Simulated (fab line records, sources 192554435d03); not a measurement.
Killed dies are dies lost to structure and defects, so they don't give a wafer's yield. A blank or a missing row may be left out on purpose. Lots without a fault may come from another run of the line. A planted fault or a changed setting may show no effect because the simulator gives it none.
Chamber matching | flow n5_finfet | N5_BEOL_M4_VIA_ETCH_34 on rie_diel-03: 4 sister chambers
The step etches the open film in C4F6/O2, target depth 69.4 nm, time 65.9 s. 8 wafers are shown with their chamber, then 12 later ones without.

WAFERS WITH THEIR CHAMBER
wafer  | chamber | rf_vpp_V (V) | throttle_valve_pct (%)
L082.1 | 1       | 657          | 31.04
L085.4 | 0       | 651          | 30.70
L085.6 | 0       | 650          | 30.71
L083.2 | 1       | 657          | 31.05
L083.5 | 2       | 668          | 30.81
L089.1 | 2       | 669          | 30.83
L089.4 | 3       | 686          | 30.88
L089.5 | 3       | 686          | 30.86

WAFERS WITHOUT THEIR CHAMBER
wafer  | rf_vpp_V (V) | throttle_valve_pct (%)
L087.3 | 688          | 30.86
L087.5 | 687          | 30.86
L087.6 | 651          | 30.74
L093.1 | 668          | 30.83
L093.2 | 656          | 31.05
L093.4 | 687          | 30.88
L095.1 | 688          | 30.88
L095.2 | 657          | 31.07
L095.3 | 650          | 30.73
L096.1 | 668          | 30.85
L096.3 | 655          | 31.07
L096.4 | 648          | 30.75

WHICH CHAMBER EACH WENT THROUGH
wafer  | from the rows above | in truth
L087.3 | 3                   | 3
L087.5 | 3                   | 3
L087.6 | 0                   | 0
L093.1 | 2                   | 2
L093.2 | 1                   | 1
L093.4 | 3                   | 3
L095.1 | 3                   | 3
L095.2 | 1                   | 1
L095.3 | 0                   | 0
L096.1 | 2                   | 2
L096.3 | 1                   | 1
L096.4 | 0                   | 0
Placed correctly: 12 of 12. Can't be placed from these rows: 0. Placed wrongly: 0.
How it was worked out, from the rows above alone: a wafer's distance from a chamber is the root of the sum, over the readings, of the square of ((its reading less the chamber's mean) divided by the reading's scatter). The wafer belongs to the nearest chamber; if the next one is less than 2 further off, it can't be placed. A chamber's mean is the mean of its shown wafers. The scatter: the root of (the sum of the squares of (reading less its chamber's mean) over the shown wafers, divided by (wafers less chambers)).
